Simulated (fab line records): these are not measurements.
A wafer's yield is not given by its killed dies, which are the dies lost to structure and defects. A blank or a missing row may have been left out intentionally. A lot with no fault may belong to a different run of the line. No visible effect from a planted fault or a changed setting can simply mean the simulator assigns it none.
fab line records | flow n5-finfet
record lots=10 | wafers=30 | last-day=18
route steps=1938 shown BEOL_M0_SAQP@651 BEOL_M4@1111 PASSIVATION@1936
lots untouched by any fault: they come from a run of this same line in which no faults occurred
start-h: hours from the record's first day to the start of the lot's first wafer shown | wait-h: how many hours have passed since the lot's step before this one | " repeats the value in the row above | L1.1+2: a row that stands for several wafers | - no value present, or no start provided | * or withheld: withheld | < > ~ a bound
route shown NAME@n: a module of which the file shows steps, and the number in the route of the first | usual: mean and standard deviation over wafers with no fault | same: alike in all rows | chamber/n: place in a boat | sites: the reading at each site | _std_site: the standard deviation of these | _edge_site: the outer-site mean with the inner-site mean subtracted | radius-mm: how far each site lies from the wafer's centre | mask NAME#n: copy n | behind: the tool/chamber that last shaped the wafer | hold: cause of the lot's hold/its duration in hours/its outcome | device: the transistor (n, p or np) that didn't switch | end of line: the route-end tests of the same wafers | for a step that has no rows: nothing shown but its recipe | killed: not the wafer's yield, but the dies lost to structure and defects at the first sort | map: shows each die of a wafer: x if killed, . if not, _ if none is there
set.NAME: the setting as run; set.NAME@STEP: as run at that earlier step | model.NAME: the simulator's own value behind a step, which no gauge read
the route's steps for a sample of lots (tables are steps, rows are wafers)
services: a tool's chamber out of use, with start hour (start-h, from the record's first day; less than 0 if before it), hours out, and reason
## steps
# step N5_BEOL_M0_SAQP_INSPECT_16
# recipe mode=adi | inspect-instrument=brightfield
# usual raw-defect-count=515/150
lot.wafer | tool              | chamber | start-h | wait-h | raw-defect-count
L756.3    | defect-inspect-02 | -       | 114.74  | 0.0    | 533
L756.4    | "                 | -       | "       | "      | 694
L756.6    | "                 | -       | "       | "      | 611
L757.2    | defect-inspect-01 | -       | 120.45  | 0.0    | 473
L757.4    | "                 | -       | "       | "      | 448
L757.5    | "                 | -       | "       | "      | 398
L765.1    | defect-inspect-01 | -       | 195.58  | 0.0    | 460
L765.2    | "                 | -       | "       | "      | 368
L765.4    | "                 | -       | "       | "      | 404
L767.1    | defect-inspect-01 | -       | 195.79  | 0.0    | 357
L767.3    | "                 | -       | "       | "      | 291
L767.4    | "                 | -       | "       | "      | 404
L769.3    | defect-inspect-01 | -       | 195.99  | 0.0    | 383
L769.5    | "                 | -       | "       | "      | 502
L769.6    | "                 | -       | "       | "      | 510
L773.2    | defect-inspect-01 | -       | 216.91  | 0.0    | 525
L773.4    | "                 | -       | "       | "      | 516
L773.5    | "                 | -       | "       | "      | 355
L775.2    | defect-inspect-01 | -       | 227.51  | 0.0    | 502
L775.4    | "                 | -       | "       | "      | 487
L775.5    | "                 | -       | "       | "      | 479
L776.2    | defect-inspect-02 | -       | 232.21  | 0.0    | 656
L776.5    | "                 | -       | "       | "      | 437
L776.6    | "                 | -       | "       | "      | 785
L777.2    | defect-inspect-02 | -       | 240.95  | 0.0    | 657
L777.3    | "                 | -       | "       | "      | 527
L777.5    | "                 | -       | "       | "      | 511
L778.2    | defect-inspect-01 | -       | 245.00  | 0.0    | 620
L778.3    | "                 | -       | "       | "      | 574
L778.5    | "                 | -       | "       | "      | 395
# step N5_BEOL_M0_SAQP_STRIP_86
# recipe chemistry=N2/H2 | power-w=500 | temp-c=40 | pressure-mtorr=50 | rf-frequency-hz=6e+07 | overash-fraction=0.3 | bias-power-w=28 | h2-frac=0.5 | n2-flow-sccm=300 | h2-flow-sccm=300
# usual drypump-motor-current-A=5.7/0.47 | oes-product-au=0.77/0.1 | power-w=500.0/1.3 | rf-vpp-V=122.1/1.5 | showerhead-plenum-p-Torr=3.42/0.082 | throttle-valve-pct=19.2/0.34
lot.wafer | tool        | chamber | start-h | wait-h | drypump-motor-current-A | oes-product-au | power-w | rf-hours-counter-h | rf-vpp-V | showerhead-plenum-p-Torr | throttle-valve-pct
L756.3    | rie-diel-06 | 1       | 115.15  | 0.1    | 5.2                     | 0.84           | 500.6   | 45                 | 123.3    | 3.53                     | 19.2
L756.4    | "           | 2       | "       | "      | 6.2                     | 0.71           | 499.5   | 189                | 122.9    | 3.48                     | 19.2
L756.6    | "           | 2       | "       | "      | 6.2                     | 0.71           | 500.7   | -                  | 120.1    | 3.48                     | 19.2
L757.2    | rie-diel-06 | 1       | 120.86  | 0.1    | 5.3                     | 0.84           | 501.3   | 47                 | 121.8    | 3.53                     | 19.2
L757.4    | "           | 2       | "       | "      | 6.2                     | 0.71           | 502.4   | 191                | 124.4    | 3.48                     | 19.2
L757.5    | "           | 1       | "       | "      | 5.2                     | 0.85           | 498.6   | -                  | 123.1    | 3.53                     | 19.2
L765.1    | rie-diel-06 | 0       | 196.57  | 0.1    | 5.5                     | 0.90           | 499.8   | 17                 | 123.1    | 3.28                     | 18.9
L765.2    | "           | 3       | "       | "      | 5.1                     | 0.98           | 500.1   | 9                  | 121.5    | 3.32                     | 18.7
L765.4    | "           | 1       | "       | "      | 5.2                     | 0.80           | 499.5   | 71                 | 121.9    | 3.52                     | 19.2
L767.1    | rie-diel-01 | 2       | 196.73  | 0.1    | 5.5                     | 0.73           | 500.0   | 216                | 123.3    | 3.44                     | 19.3
L767.3    | "           | 0       | "       | "      | 5.9                     | 0.72           | 499.6   | 243                | 121.0    | 3.36                     | 19.9
L767.4    | "           | 1       | "       | "      | 5.2                     | 0.69           | 501.7   | 215                | 122.5    | 3.47                     | 19.4
L769.3    | rie-diel-02 | 0       | 196.97  | 0.1    | 5.7                     | 0.73           | 498.8   | 183                | 124.7    | 3.52                     | 19.8
L769.5    | "           | 0       | "       | "      | 5.7                     | 0.74           | 499.7   | -                  | 122.6    | 3.52                     | 19.8
L769.6    | "           | 2       | "       | "      | 5.7                     | 0.89           | 501.5   | -                  | 124.7    | 3.57                     | 19.8
L773.2    | rie-diel-01 | 1       | 217.43  | 0.2    | 5.2                     | 0.68           | 502.6   | 224                | 122.8    | 3.46                     | 19.4
L773.4    | "           | 2       | "       | "      | 5.5                     | 0.71           | 497.3   | -                  | 122.4    | 3.44                     | 19.3
L773.5    | "           | 3       | "       | "      | 6.4                     | 0.90           | 501.2   | -                  | 121.6    | 3.44                     | 18.8
L775.2    | rie-diel-01 | 3       | 228.26  | 0.2    | 6.4                     | 0.87           | 500.7   | 20                 | 122.8    | 3.44                     | 18.8
L775.4    | "           | 3       | "       | "      | 6.4                     | 0.85           | 500.0   | -                  | 121.4    | 3.44                     | 18.8
L775.5    | "           | 2       | "       | "      | 5.5                     | 0.71           | 498.8   | -                  | 124.2    | 3.44                     | 19.3
L776.2    | rie-diel-06 | 2       | 234.31  | 0.9    | 6.2                     | 0.67           | 502.0   | 231                | 124.3    | 3.45                     | 19.2
L776.5    | "           | 3       | "       | "      | 5.1                     | 0.92           | 498.3   | -                  | 121.2    | 3.31                     | 18.7
L776.6    | "           | 1       | "       | "      | 5.2                     | 0.78           | 501.7   | -                  | 122.5    | 3.51                     | 19.2
L777.2    | rie-diel-01 | 3       | 241.54  | 0.2    | 6.4                     | 0.86           | 501.0   | 25                 | 122.2    | 3.44                     | 18.8
L777.3    | "           | 0       | "       | "      | 5.9                     | 0.93           | 499.3   | 5                  | 120.2    | 3.35                     | 19.5
L777.5    | "           | 2       | "       | "      | 5.5                     | 0.71           | 499.1   | -                  | 122.1    | 3.44                     | 19.3
L778.2    | rie-diel-06 | 3       | 245.64  | 0.2    | 5.1                     | 0.90           | 502.4   | 32                 | 122.1    | 3.31                     | 18.7
L778.3    | "           | 0       | "       | "      | 5.5                     | 0.87           | 499.6   | 30                 | 120.3    | 3.27                     | 18.9
L778.5    | "           | 3       | "       | "      | 5.1                     | 0.90           | 498.3   | -                  | 123.2    | 3.31                     | 18.7
# step N5_BEOL_M0_SAQP_RECESS_114
# recipe chemistry=HF/NH3 | target=SiO2 | target-depth-a=144 | afs-cycles=3 | temp-c=30 | sublimation-temp-c=180 | sublimation-time-s=60
# usual afs-cycles=3/0 | drypump-motor-current-A=5.9/0.32
lot.wafer | tool          | chamber | start-h | wait-h | afs-cycles | drypump-motor-current-A
L756.3    | vapor-etch-02 | 1       | 115.47  | 0.2    | 3          | 5.8
L756.4    | "             | 0       | "       | "      | 3          | 6.4
L756.6    | "             | 1       | "       | "      | 3          | 5.9
L757.2    | vapor-etch-01 | 0       | 120.99  | 0.0    | 3          | 5.6
L757.4    | "             | 1       | "       | "      | 3          | 5.8
L757.5    | "             | 0       | "       | "      | 3          | 5.5
L765.1    | vapor-etch-02 | 0       | 196.70  | 0.0    | 3          | 6.4
L765.2    | "             | 1       | "       | "      | 3          | 5.9
L765.4    | "             | 0       | "       | "      | 3          | 6.4
L767.1    | vapor-etch-02 | 0       | 197.06  | 0.2    | 3          | 6.4
L767.3    | "             | 0       | "       | "      | 3          | 6.4
L767.4    | "             | 1       | "       | "      | 3          | 5.9
L769.3    | vapor-etch-02 | 0       | 197.90  | 0.8    | 3          | 6.4
L769.5    | "             | 0       | "       | "      | 3          | 6.4
L769.6    | "             | 1       | "       | "      | 3          | 5.9
L773.2    | vapor-etch-01 | 1       | 217.57  | 0.0    | 3          | 5.8
L773.4    | "             | 0       | "       | "      | 3          | 5.5
L773.5    | "             | 0       | "       | "      | 3          | 5.5
L775.2    | vapor-etch-02 | 1       | 228.39  | 0.0    | -          | -
L775.4    | "             | 0       | "       | "      | -          | -
L775.5    | "             | 0       | "       | "      | -          | -
L776.2    | vapor-etch-01 | 1       | 234.45  | 0.0    | -          | -
L776.5    | "             | 1       | "       | "      | -          | -
L776.6    | "             | 0       | "       | "      | -          | -
L777.2    | vapor-etch-01 | 1       | 241.67  | 0.0    | 3          | 5.8
L777.3    | "             | 1       | "       | "      | 3          | 5.8
L777.5    | "             | 1       | "       | "      | 3          | 5.8
L778.2    | vapor-etch-02 | 0       | 245.77  | 0.0    | 3          | 6.4
L778.3    | "             | 1       | "       | "      | 3          | 5.8
L778.5    | "             | 0       | "       | "      | 3          | 6.4
# step N5_BEOL_M0_SAQP_MANDREL_ETCH_103
# recipe chemistry=HBr/Cl2 | target=a-Si | target-depth-a=450 | bt-time-s=10 | stop-on=SiCN | mask-material=SiO2 | over-etch-frac=0.8 | time-s=27 | pressure-mtorr=10 | icp-w=800 | bias-w=75 | HBr_flow_sccm=150 | Cl2_flow_sccm=80 | ends=end-point
# usual drypump-motor-current-A=5.7/0.36 | oes-product-au=0.678/0.011 | throttle-valve-pct=35.7/0.33
# same over-etch-frac=0.8
lot.wafer | tool      | chamber | start-h | wait-h | drypump-motor-current-A | oes-product-au | rf-hours-counter-h | throttle-valve-pct
L756.3    | rie-si-03 | 3       | 116.68  | 0.0    | 5.9                     | 0.676          | 79                 | 35.5
L756.4    | "         | 2       | "       | "      | 5.2                     | 0.676          | 111                | 36.1
L756.6    | "         | 3       | "       | "      | 5.9                     | 0.669          | -                  | 35.5
L757.2    | rie-si-01 | 0       | 122.42  | 0.0    | 5.1                     | 0.674          | 8                  | 35.3
L757.4    | "         | 3       | "       | "      | 5.5                     | 0.698          | 154                | 36.1
L757.5    | "         | 0       | "       | "      | 5.0                     | 0.679          | -                  | 35.3
L765.1    | rie-si-01 | 2       | 198.18  | 0.0    | 6.1                     | 0.669          | 182                | 36.1
L765.2    | "         | 0       | "       | "      | 5.1                     | 0.666          | 9                  | 35.4
L765.4    | "         | 3       | "       | "      | 5.5                     | 0.678          | 156                | 36.1
L767.1    | rie-si-03 | 3       | 198.57  | 0.0    | 5.9                     | 0.675          | 81                 | 35.5
L767.3    | "         | 2       | "       | "      | 5.2                     | 0.682          | 113                | 36.1
L767.4    | "         | 0       | "       | "      | 5.9                     | 0.680          | 80                 | 35.4
L769.3    | rie-si-01 | 3       | 199.05  | 0.0    | 5.5                     | 0.679          | 156                | 36.1
L769.5    | "         | 3       | "       | "      | 5.5                     | 0.680          | -                  | 36.1
L769.6    | "         | 0       | "       | "      | 5.0                     | 0.680          | -                  | 35.4
L773.2    | rie-si-04 | 2       | 218.96  | 0.0    | 5.8                     | 0.659          | 101                | 35.6
L773.4    | "         | 3       | "       | "      | 5.4                     | 0.662          | 32                 | 36.1
L773.5    | "         | 3       | "       | "      | 5.4                     | 0.649          | -                  | 36.1
L775.2    | rie-si-04 | 3       | 229.75  | 0.0    | 5.4                     | 0.665          | 32                 | 36.1
L775.4    | "         | 2       | "       | "      | 5.8                     | 0.685          | 101                | 35.5
L775.5    | "         | 3       | "       | "      | 5.4                     | 0.669          | -                  | 36.1
L776.2    | rie-si-01 | 2       | 236.27  | 0.0    | 6.1                     | 0.672          | 183                | 36.1
L776.5    | "         | 3       | "       | "      | 5.5                     | 0.687          | -                  | 36.1
L776.6    | "         | 2       | "       | "      | 6.1                     | 0.679          | -                  | 36.1
L777.2    | rie-si-04 | 2       | 243.14  | 0.0    | 5.9                     | 0.679          | 101                | 35.6
L777.3    | "         | 1       | "       | "      | 5.3                     | 0.692          | 163                | 35.8
L777.5    | "         | 2       | "       | "      | 5.8                     | 0.677          | -                  | 35.6
L778.2    | rie-si-01 | 2       | 247.44  | 0.0    | 6.1                     | 0.656          | 183                | 36.1
L778.3    | "         | 3       | "       | "      | 5.5                     | 0.675          | 157                | 36.1
L778.5    | "         | 2       | "       | "      | 6.1                     | 0.667          | -                  | 36.1
# step N5_BEOL_M4_RC_MEAS_101
# usual DIBL_N=36.2/2.4 | DIBL_P=36.2/2.6 | IOFF_N=0.16/0.045 | IOFF_P=0.21/0.046 | ION_N=674/17 | ION_P=463/11 | SS_N=71.5/0.77 | SS_P=73.1/0.76 | VT_N=250/3.9 | VT_P=-250/3.9
lot.wafer | tool      | chamber | start-h | wait-h | DIBL_N[mV/V] | DIBL_P[mV/V] | IOFF_N[nA/um] | IOFF_P[nA/um] | ION_N[uA/um] | ION_P[uA/um] | SS_N[mV/dec] | SS_P[mV/dec] | VT_N[mV] | VT_P[mV]
L756.3    | prober-02 | 0       | 162.94  | 0.3    | 32.4         | 31.4         | 0.10          | 0.13          | 667          | 456          | 69.5         | 71.9         | 254      | -258
L756.4    | "         | 0       | "       | "      | 30.5         | 28.2         | 0.07          | 0.10          | 649          | 448          | 69.5         | 70.9         | 261      | -261
L756.6    | "         | 0       | "       | "      | 37.0         | 37.0         | 0.18          | 0.20          | 678          | 463          | 71.2         | 73.7         | 249      | -252
L757.2    | prober-01 | 0       | 165.86  | 0.2    | 34.6         | 37.3         | 0.13          | 0.16          | 646          | 439          | 71.7         | 73.4         | 258      | -258
L757.4    | "         | 0       | "       | "      | 32.8         | 36.1         | 0.12          | 0.15          | 677          | 470          | 71.7         | 72.2         | 253      | -257
L757.5    | "         | 0       | "       | "      | 31.4         | 34.6         | 0.10          | 0.14          | 658          | 457          | 70.6         | 72.7         | 255      | -258
L765.1    | prober-02 | 0       | 245.65  | 0.0    | 34.9         | 35.3         | 0.14          | 0.21          | 678          | 467          | 71.3         | 72.5         | 250      | -248
L765.2    | "         | 0       | "       | "      | 37.4         | 36.0         | 0.19          | 0.22          | 669          | 460          | 72.6         | 73.1         | 248      | -251
L765.4    | "         | 0       | "       | "      | 36.3         | 35.8         | 0.16          | 0.22          | 669          | 461          | 71.0         | 73.3         | 248      | -249
L767.1    | prober-01 | 0       | 249.60  | 0.0    | 37.6         | 36.0         | 0.17          | 0.26          | 671          | 466          | 71.2         | 73.7         | 250      | -246
L767.3    | "         | 0       | "       | "      | 31.5         | 28.5         | 0.09          | 0.14          | 648          | 451          | 69.6         | 72.5         | 254      | -254
L767.4    | "         | 0       | "       | "      | 36.7         | 34.3         | 0.17          | 0.23          | 681          | 471          | 71.2         | 73.0         | 246      | -243
L769.3    | prober-01 | 0       | 254.58  | 0.3    | 39.9         | 39.5         | 0.23          | 0.33          | 676          | 469          | 73.1         | 74.4         | 246      | -244
L769.5    | "         | 0       | "       | "      | 36.7         | 35.6         | 0.16          | 0.24          | 674          | 469          | 71.7         | 73.7         | 250      | -247
L769.6    | "         | 0       | "       | "      | 36.6         | 35.2         | 0.16          | 0.24          | 696          | 476          | 71.7         | 73.8         | 250      | -246
L773.2    | prober-02 | 0       | 279.63  | 0.2    | 37.8         | 38.2         | 0.20          | 0.24          | 681          | 466          | 71.0         | 73.6         | 243      | -247
L773.4    | "         | 0       | "       | "      | 36.7         | 37.2         | 0.18          | 0.22          | 684          | 465          | 71.7         | 73.4         | 248      | -251
L773.5    | "         | 0       | "       | "      | 36.5         | 35.5         | 0.17          | 0.19          | 670          | 459          | 71.9         | 72.6         | 248      | -249
L777.2    | prober-02 | 0       | 309.45  | 0.2    | 35.4         | 35.4         | 0.14          | 0.22          | 663          | 456          | 70.9         | 73.0         | 250      | -248
L777.3    | "         | 0       | "       | "      | 33.3         | 32.2         | 0.10          | 0.17          | 647          | 452          | 70.8         | 72.6         | 258      | -251
L777.5    | "         | 0       | "       | "      | 34.5         | 34.5         | 0.13          | 0.21          | 674          | 474          | 71.5         | 72.9         | 255      | -250
L778.2    | prober-01 | 0       | 319.56  | 0.9    | 33.8         | 34.0         | 0.13          | 0.21          | 661          | 458          | 71.6         | 72.5         | 253      | -248
L778.3    | "         | 0       | "       | "      | 38.3         | 38.9         | 0.21          | 0.28          | 687          | 475          | 71.9         | 73.3         | 247      | -245
L778.5    | "         | 0       | "       | "      | 32.8         | 33.3         | 0.12          | 0.19          | 688          | 477          | 72.0         | 71.6         | 253      | -250
# step N5_PASSIVATION_PROBE_49
# usual defect-limited-yield=91.2/1.4 | killed_at_M0_to_M3=33/9.5 | killed_at_M4_up=13/4.7 | killed-at-contacts=11/5.3 | killed-at-front-end=42/12 | killed-at-other=5/3.3 | killed-dies=104/17 | killed-on-rim=14/4 | killed-open=67/12 | killed-short=33/7.7 | sort_bin_5_function=5.1/0.94 | sort_bin_6_memory=3.3/0.67 | sort_bin_8_speed=0.1/1.3 | sort-n-pass=1074/24 | sort-yield-pct=91.1/2
# same gross-dies=1180 | killed-at-back-side=0 | sort_bin_4_leakage[%]=0
lot.wafer | tool      | chamber | start-h | wait-h | defect-limited-yield[%] | killed_at_M0_to_M3 | killed_at_M4_up | killed-at-contacts | killed-at-front-end | killed-at-other | killed-dies | killed-on-rim | killed-open | killed-short | sort_bin_5_function[%] | sort_bin_6_memory[%] | sort_bin_8_speed[%] | sort-n-pass | sort-yield-pct[%]
L765.1    | prober-01 | -       | 371.56  | 0.0    | 91.7                    | 25                 | 11              | 10                 | 49                  | 3               | 98          | 13            | 61          | 34           | 4.4                    | 3.7                  | 0                   | 1082        | 91.7
L765.2    | prober-01 | -       | 371.61  | 0.1    | 90.0                    | 39                 | 17              | 5                  | 52                  | 5               | 118         | 18            | 72          | 38           | 6.4                    | 2.8                  | 0                   | 1062        | 90.0
L765.4    | prober-01 | -       | 371.71  | 0.2    | 88.9                    | 33                 | 28              | 15                 | 49                  | 6               | 131         | 16            | 86          | 43           | 6.3                    | 4.4                  | 0                   | 1049        | 88.9
L775.2    | prober-02 | -       | 406.94  | 0.1    | 0                       | 1109               | 13              | 15                 | 38                  | 5               | 1180        | 152           | 64          | 27           | 96.5                   | 3.3                  | 0                   | 0           | 0
L775.4    | prober-02 | -       | 407.04  | 0.2    | 0                       | 1123               | 4               | 17                 | 33                  | 3               | 1180        | 152           | 54          | 20           | 97.2                   | 2.5                  | 0                   | 0           | 0
L775.5    | prober-02 | -       | 407.09  | 0.2    | 0                       | 1137               | 5               | 4                  | 28                  | 6               | 1180        | 152           | 60          | 19           | 96.9                   | 2.8                  | 0                   | 0           | 0
L776.2    | prober-01 | -       | 408.00  | 0.1    | 0                       | 1113               | 13              | 2                  | 49                  | 3               | 1180        | 152           | 67          | 32           | 96.9                   | 2.8                  | 0                   | 0           | 0
L776.5    | prober-01 | -       | 408.15  | 0.2    | 0                       | 1103               | 16              | 4                  | 56                  | 1               | 1180        | 152           | 72          | 25           | 96.2                   | 3.7                  | 0                   | 0           | 0
L776.6    | prober-01 | -       | 408.20  | 0.3    | 0                       | 1110               | 13              | 3                  | 53                  | 1               | 1180        | 152           | 81          | 18           | 96.9                   | 2.9                  | 0                   | 0           | 0
# killed by level:class
L765.1 FIN_SAQP:geometric-particle:open=16 FIN_SAQP:geometric-particle:short=10 BEOL_M0_SAQP:geometric-particle:short=9 MOL_CONTACT_COAG:geometric-particle:open=9 DUMMY_GATE:geometric-particle:open=6 BEOL_M3:geometric-particle:open=6 BEOL_M4:geometric-particle:open=4 GATE_CUT:geometric-particle:open=3
L765.2 FIN_SAQP:geometric-particle:open=13 BEOL_M0_SAQP:geometric-particle:open=12 FIN_SAQP:geometric-particle:short=11 BEOL_M0_SAQP:geometric-particle:short=10 BEOL_M3:geometric-particle:open=8 BEOL_M4:geometric-particle:open=6 HKMG_FIN:area-etch=6 STI_FIN_REVEAL:geometric-particle:open=5
L765.4 FIN_SAQP:geometric-particle:open=15 MOL_CONTACT_COAG:geometric-particle:open=13 BEOL_M4:geometric-particle:open=12 FIN_SAQP:geometric-particle:short=10 BEOL_M5:geometric-particle:open=8 BEOL_M0_SAQP:geometric-particle:short=8 STI_FIN_REVEAL:geometric-particle:open=7 BEOL_M0_SAQP:geometric-particle:open=7
L775.2 BEOL_M0_SAQP:area-recess=1088 DUMMY_GATE:geometric-particle:open=11 MOL_CONTACT_COAG:geometric-particle:open=11 BEOL_M3:geometric-particle:open=9 BEOL_M4:geometric-particle:open=9 STI_FIN_REVEAL:geometric-particle:open=7 FIN_SAQP:geometric-particle:open=4 DUMMY_GATE:geometric-particle:short=4
L775.4 BEOL_M0_SAQP:area-recess=1105 MOL_CONTACT_COAG:geometric-particle:open=15 DUMMY_GATE:geometric-particle:open=12 STI_FIN_REVEAL:geometric-particle:open=6 BEOL_M3:geometric-particle:open=5 FIN_SAQP:geometric-particle:short=4 FIN_SAQP:geometric-particle:open=3 BEOL_M2:geometric-particle:open=3
L775.5 BEOL_M0_SAQP:area-recess=1100 BEOL_M1:geometric-particle:open=10 BEOL_M0_SAQP:geometric-particle:open=9 BEOL_M2:geometric-particle:open=6 DUMMY_GATE:geometric-particle:open=5 STARTING-WAFER:geometric-particle:open=5 FIN_SAQP:geometric-particle:short=4 STI_FIN_REVEAL:geometric-particle:open=4
L776.2 BEOL_M0_SAQP:area-recess=1081 FIN_SAQP:geometric-particle:open=17 BEOL_M3:geometric-particle:open=14 FIN_SAQP:geometric-particle:short=11 GATE_CUT:geometric-particle:short=4 BEOL_M0_SAQP:geometric-particle:open=4 BEOL_M4:geometric-particle:open=4 BEOL_M4:geometric-particle:short=4
L776.5 BEOL_M0_SAQP:area-recess=1082 FIN_SAQP:geometric-particle:open=29 DUMMY_GATE:geometric-particle:open=10 BEOL_M5:geometric-particle:open=5 FIN_SAQP:geometric-particle:short=4 BEOL_M2:geometric-particle:open=4 BEOL_M3:geometric-particle:open=4 BEOL_M4:geometric-particle:open=4
L776.6 BEOL_M0_SAQP:area-recess=1081 FIN_SAQP:geometric-particle:open=25 BEOL_M0_SAQP:geometric-particle:open=11 STI_FIN_REVEAL:geometric-particle:open=8 BEOL_M2:geometric-particle:open=7 FIN_SAQP:geometric-particle:short=6 STARTING-WAFER:geometric-particle:open=5 BEOL_M4:geometric-particle:open=4
## services
tool        | chamber | start-h | hours | kind
rie-diel-01 | 1       | 109.26  | 19.6  | repair
rie-si-03   | -       | 119.28  | 4.0   | pm
rie-diel-01 | 0       | 121.21  | 7.5   | repair
rie-diel-06 | 0       | 123.19  | -     | clean
rie-diel-06 | 0       | 123.19  | -     | consumable-replace:focus-ring
rie-diel-06 | 0       | 123.19  | 19.6  | scheduled-down
rie-diel-06 | 0       | 123.19  | 19.6  | vent-cycle
rie-diel-01 | 3       | 148.32  | 7.9   | repair
rie-diel-06 | 3       | 154.22  | -     | clean
rie-diel-06 | 3       | 154.22  | -     | consumable-replace:focus-ring
rie-diel-06 | 3       | 154.22  | 12.6  | scheduled-down
rie-diel-06 | 3       | 154.22  | 12.6  | vent-cycle
rie-diel-01 | 3       | 156.65  | -     | clean
rie-diel-01 | 3       | 156.65  | -     | consumable-replace:focus-ring
rie-diel-01 | 3       | 156.65  | 21.4  | scheduled-down
rie-si-03   | -       | 162.93  | 1.1   | repair
rie-si-03   | 3       | 167.68  | 11.3  | repair
rie-si-01   | 0       | 183.33  | 4.1   | repair
rie-diel-02 | 1       | 196.13  | 24.9  | repair
rie-diel-01 | 2       | 218.89  | 6.3   | repair
rie-si-01   | -       | 226.26  | 2.8   | pm
rie-diel-06 | 2       | 227.39  | 4.3   | repair
rie-si-01   | 2       | 230.34  | 3.6   | repair
rie-diel-06 | 1       | 244.69  | 4.1   | repair
## key
first-sign step=N5_BEOL_M0_SAQP_RECESS_114 | reading=tool-record | direction=missing
effect step=N5_PASSIVATION_PROBE_49 | reading=killed_at_M0_to_M3 | direction=up | sigmas=99+ | usual=33 | struck=1116
more-kills-born-at N5_BEOL_M0_SAQP_RECESS_114@vapor-etch-02=3293 | N5_BEOL_M0_SAQP_RECESS_114@vapor-etch-01=3244
met-at N5_BEOL_M0_SAQP_RECESS_114
struck-lots L775,L776
later-rows-left-out L775.2,L775.4,L775.5,L776.2,L776.5,L776.6
not-acting-at N5_BEOL_M0_SAQP_INSPECT_16,N5_BEOL_M0_SAQP_STRIP_86,N5_BEOL_M0_SAQP_MANDREL_ETCH_103
onset-between 217.57 228.39
fault kind=skipped-step-whole | tool=vapor-etch-01,vapor-etch-02 | chamber=- | onset-h=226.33 | steps=N5_BEOL_M0_SAQP_RECESS_114 | scope=struck-lots-only
# later-rows-left-out: the simulator's readings of these wafers behind a module that went badly wrong aren't trusted and aren't shown, but for the sort
